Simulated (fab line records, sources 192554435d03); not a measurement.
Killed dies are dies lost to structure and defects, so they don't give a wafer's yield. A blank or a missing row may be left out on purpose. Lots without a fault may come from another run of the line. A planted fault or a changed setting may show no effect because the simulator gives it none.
Which tool did it? | flow n5_finfet | 9 lots, 26 wafers sampled, at 5 steps of a route of 1938

WHAT THE GAUGES READ, wafer by wafer
N5_MOL_CONTACT_COAG_CD_MEAS_08: target cd 28 nm. Usual: cd_nm 27.97 nm, standard deviation 0.23.
lot  | measured     | on        | cd_nm (nm)        | flag
L938 | day 4 19:05  | cd_sem-02 | 28.36 28.03 28.32 |
L944 | day 6 05:29  | cd_sem-03 | 28.04 28.06 28.22 |
L945 | day 6 10:48  | cd_sem-02 | 27.75 28.30 28.02 |
L948 | day 7 05:46  | cd_sem-03 | 27.90 28.07 27.90 |
L950 | day 7 16:38  | cd_sem-03 | 28.05 28.09       |
L951 | day 7 23:13  | cd_sem-01 | 28.28 28.37 27.83 |
L956 | day 9 02:45  | cd_sem-03 | 28.20 27.78 27.84 |
L957 | day 9 09:27  | cd_sem-03 | 27.73 27.63 28.13 |
L960 | day 10 03:33 | cd_sem-03 | 27.83 27.69 27.96 |

N5_BEOL_M4_RC_MEAS_101. Usual: DIBL_N 36.5 mV/V, standard deviation 2; DIBL_P 36.5 mV/V, standard deviation 2.3; IOFF_N 0.16 nA/um, standard deviation 0.036; IOFF_P 0.21 nA/um, standard deviation 0.037; ION_N 672 uA/um, standard deviation 12; ION_P 459 uA/um, standard deviation 7.1; SS_N 71.6 mV/dec, standard deviation 0.73; SS_P 73.4 mV/dec, standard deviation 0.76; VT_N 250 mV, standard deviation 3.3; VT_P -250.5 mV, standard deviation 2.9.
lot  | measured     | on        | DIBL_N (mV/V)  | DIBL_P (mV/V)  | IOFF_N (nA/um) | IOFF_P (nA/um) | ION_N (uA/um) | ION_P (uA/um) | SS_N (mV/dec)  | SS_P (mV/dec)  | VT_N (mV)   | VT_P (mV)            | flag
L938 | day 8 14:59  | prober-02 | 31.8 33.0 34.4 | 34.0 34.7 37.4 | 0.12 0.13 0.16 | 0.17 0.17 0.20 | 671 659 675   | 462 450 461   | 71.2 70.6 70.9 | 72.4 72.4 73.5 | 252 254 250 | -250.3 -253.8 -249.8 |
L944 | day 9 09:58  | prober-02 | 37.3 36.1 35.4 | 35.9 35.1 33.9 | 0.20 0.18 0.17 | 0.24 0.24 0.21 | 665 679 689   | 450 467 470   | 71.8 71.3 71.3 | 73.2 73.1 73.8 | 244 249 246 | -250.3 -250.9 -248.8 |
L945 | day 10 07:19 | prober-01 | 36.5 38.1 37.2 | 35.9 39.1 37.3 | 0.14 0.18 0.16 | 0.19 0.24 0.21 | 661 683 671   | 453 469 459   | 72.5 72.6 72.4 | 72.6 73.7 73.2 | 251 249 249 | -252.4 -247.1 -249.2 |
L948 | day 10 13:52 | prober-01 | 34.3 33.8 31.9 | 35.4 33.2 32.0 | 0.13 0.11 0.10 | 0.20 0.16 0.16 | 664 630 658   | 462 439 459   | 71.3 72.2 71.1 | 72.5 72.7 72.3 | 253 259 255 | -249.4 -255.7 -251.8 |
L950 | day 11 17:28 | prober-01 | 38.3 38.6      | 36.8 37.5      | 0.19 0.21      | 0.25 0.27      | 684 680       | 464 462       | 71.7 72.3      | 74.4 74.3      | 245 247     | -248.6 -247.8        |
L951 | day 11 19:24 | prober-01 | 36.3 37.4 37.3 | 36.2 36.3 38.8 | 0.16 0.19 0.20 | 0.20 0.21 0.25 | 663 652 669   | 448 446 463   | 71.8 73.3 72.6 | 73.1 73.4 73.4 | 250 250 247 | -252.3 -249.7 -246.2 |
L956 | day 12 10:17 | prober-02 | 35.3 35.1 36.7 | 33.9 33.6 35.6 | 0.13 0.13 0.15 | 0.20 0.19 0.23 | 667 671 679   | 463 464 470   | 70.7 70.4 71.5 | 72.7 72.4 73.3 | 253 252 249 | -247.5 -250.6 -247.3 |
L957 | day 13 08:45 | prober-02 | 36.0 32.4 38.2 | 36.4 33.5 40.1 | 0.16 0.12 0.22 | 0.20 0.16 0.26 | 654 668 693   | 452 463 474   | 72.2 70.2 72.2 | 73.7 72.5 73.2 | 251 250 244 | -253.1 -252.6 -248.4 |
L960 | day 13 21:25 | prober-01 | 38.1 37.5 37.7 | 41.2 39.5 39.4 | 0.24 0.21 0.21 | 0.30 0.26 0.26 | 691 684 661   | 474 467 449   | 72.1 71.8 72.3 | 73.9 74.3 74.0 | 243 248 247 | -243.0 -246.6 -245.4 |

WHICH TOOL RAN EACH LOT (tool, then ch and the chambers of the sampled wafers, then the start)
lot  | N5_MOL_CONTACT_COAG_STRIP_98       | N5_MOL_CONTACT_COAG_ALD_20          | N5_MOL_CONTACT_COAG_SPUTTER_130
L938 | rie_diel-01 ch 0,1,3, day 4 19:32  | ald_metal-02 ch 0,2,3, day 4 21:12  | pvd_sputter-03, day 5 00:14
L944 | rie_diel-05 ch 0,1,3, day 6 05:56  | ald_metal-02 ch 0,2,3, day 6 08:11  | pvd_sputter-03, day 6 12:10
L945 | rie_diel-06 ch 1,3, day 6 11:15    | ald_metal-02 ch 0,1,3, day 6 11:56  | pvd_sputter-03, day 6 15:50
L948 | rie_diel-06 ch 0,1, day 7 06:23    | ald_metal-02 ch 2,3, day 7 08:36    | pvd_sputter-01, day 7 11:28
L950 | rie_diel-01 ch 1, day 7 17:04      | ald_metal-02 ch 2,3, day 7 17:51    | pvd_sputter-02, day 8 02:42
L951 | rie_diel-06 ch 0,2, day 7 23:55    | ald_metal-02 ch 0,1, day 8 02:28    | pvd_sputter-01, day 8 05:18
L956 | rie_diel-06 ch 1,3, day 9 03:12    | ald_metal-01 ch 0,2, day 9 04:13    | pvd_sputter-03, day 9 11:09
L957 | rie_diel-05 ch 1,2,3, day 9 09:54  | ald_metal-01 ch 0,1,3, day 9 11:03  | pvd_sputter-01, day 9 15:04
L960 | rie_diel-01 ch 0,1,2, day 10 04:41 | ald_metal-04 ch 1,2,3, day 10 05:35 | pvd_sputter-01, day 10 09:47
- N5_MOL_CONTACT_COAG_STRIP_98: strips in N2/H2.
- N5_MOL_CONTACT_COAG_ALD_20: deposits TiN, target thk 1.5 nm, pulse time 1 s, purge time 3 s.
- N5_MOL_CONTACT_COAG_SPUTTER_130: material Co, target thk 47.5 nm.

WHAT THE TOOLS THEMSELVES READ (means of the sampled wafers that have a number; where no wafer has one, the mark that the record gives instead)
N5_MOL_CONTACT_COAG_STRIP_98. Usual: bias_power_w 7.998 W, standard deviation 0.023; drypump_motor_current_A 5.8 A, standard deviation 0.6; h2_flow_sccm 300.1 sccm, standard deviation 1; oes_product_au 0.77 a.u., standard deviation 0.077; rf_vpp_V 54.2 V, standard deviation 1.6; showerhead_plenum_p_Torr 3.33 Torr, standard deviation 0.096; throttle_valve_pct 18.96 %, standard deviation 0.24.
lot  | tool        | bias_power_w (W) | drypump_motor_current_A (A) | h2_flow_sccm (sccm) | oes_product_au (a.u.) | rf_vpp_V (V) | showerhead_plenum_p_Torr (Torr) | throttle_valve_pct (%) | flag
L938 | rie_diel-01 | 7.994            | 5.8                         | 299.9               | 0.71                  | 52.6         | 3.34                            | 19.00                  |
L944 | rie_diel-05 | 8.006            | 6.0                         | 299.8               | 0.75                  | 54.4         | 3.33                            | 19.15                  |
L945 | rie_diel-06 | 7.998            | 5.5                         | 300.9               | 0.71                  | 52.9         | 3.39                            | 19.17                  |
L948 | rie_diel-06 | 7.978            | 6.2                         | 299.8               | 0.71                  | 54.0         | 3.31                            | 18.91                  |
L950 | rie_diel-01 | 8.037            | 5.3                         | 299.5               | 0.72                  | 55.0         | 3.34                            | 18.93                  |
L951 | rie_diel-06 | 7.994            | 5.7                         | 300.5               | 0.81                  | 55.0         | 3.26                            | 18.68                  |
L956 | rie_diel-06 | 8.003            | 5.5                         | 299.9               | 0.90                  | 52.5         | 3.38                            | 18.95                  |
L957 | rie_diel-05 | 7.997            | 6.1                         | 300.3               | 0.77                  | 54.6         | 3.27                            | 19.08                  |
L960 | rie_diel-01 | 7.996            | 6.1                         | 301.1               | 0.80                  | 55.2         | 3.42                            | 18.99                  |

N5_MOL_CONTACT_COAG_ALD_20. Usual: heater_power_w 843 W, standard deviation 71; precursor_pulse_height_rel 0.999, standard deviation 0.019; susceptor_temp_C 400.00 C, standard deviation 0.23.
lot  | tool         | heater_power_w (W) | precursor_pulse_height_rel | susceptor_temp_C (C) | flag
L938 | ald_metal-02 | 827                | 1.010                      | 400.11               |
L944 | ald_metal-02 | 809                | 0.987                      | 400.03               |
L945 | ald_metal-02 | 823                | 1.007                      | 399.96               |
L948 | ald_metal-02 | 850                | 1.005                      | 400.34               |
L950 | ald_metal-02 | 842                | 0.996                      | 400.26               |
L951 | ald_metal-02 | 821                | 0.996                      | 399.55               |
L956 | ald_metal-01 | 687                | 0.977                      | 399.81               |
L957 | ald_metal-01 | 880                | 0.981                      | 399.95               |
L960 | ald_metal-04 | 869                | 0.995                      | 399.86               |

N5_MOL_CONTACT_COAG_SPUTTER_130. Usual: chamber_pressure_pa 0.4999 Pa, standard deviation 0.00095; susceptor_temp_C 25.01 C, standard deviation 0.11; throttle_valve_pct 29.8 %, standard deviation 0.88.
lot  | tool           | chamber_pressure_pa (Pa) | susceptor_temp_C (C) | throttle_valve_pct (%) | flag
L938 | pvd_sputter-03 | 0.4995                   | 24.92                | 30.7                   |
L944 | pvd_sputter-03 | 0.4999                   | 25.00                | 30.5                   |
L945 | pvd_sputter-03 | 0.4995                   | 24.97                | 30.9                   |
L948 | pvd_sputter-01 | 0.4999                   | 25.00                | 29.6                   |
L950 | pvd_sputter-02 | 0.5005                   | 25.09                | 30.1                   |
L951 | pvd_sputter-01 | 0.4996                   | 24.87                | 28.6                   |
L956 | pvd_sputter-03 | 0.4999                   | 25.01                | 30.9                   |
L957 | pvd_sputter-01 | 0.4992                   | 24.99                | 29.7                   |
L960 | pvd_sputter-01 | 0.4991                   | 24.98                | 29.6                   |

THE ANSWER, worked out from the rows above alone
Rule: a lot is off if the mean of its wafers that have a number lies more than 3 standard deviations from the usual mean. A lot without any number at a reading at which 4 lots or more have one is off too. The other lots that the step has rows for count as sound. The gauges are gone through in route order, then the tools' own readings, and for those a lot's mean is taken as printed above. The first step at which some lot is off is used, and at that step the reading that is off furthest; a lot without a number counts as furthest.
No lot is off at any reading shown: from this, nothing can be told.

WHAT THE SIMULATOR HAD PUT IN
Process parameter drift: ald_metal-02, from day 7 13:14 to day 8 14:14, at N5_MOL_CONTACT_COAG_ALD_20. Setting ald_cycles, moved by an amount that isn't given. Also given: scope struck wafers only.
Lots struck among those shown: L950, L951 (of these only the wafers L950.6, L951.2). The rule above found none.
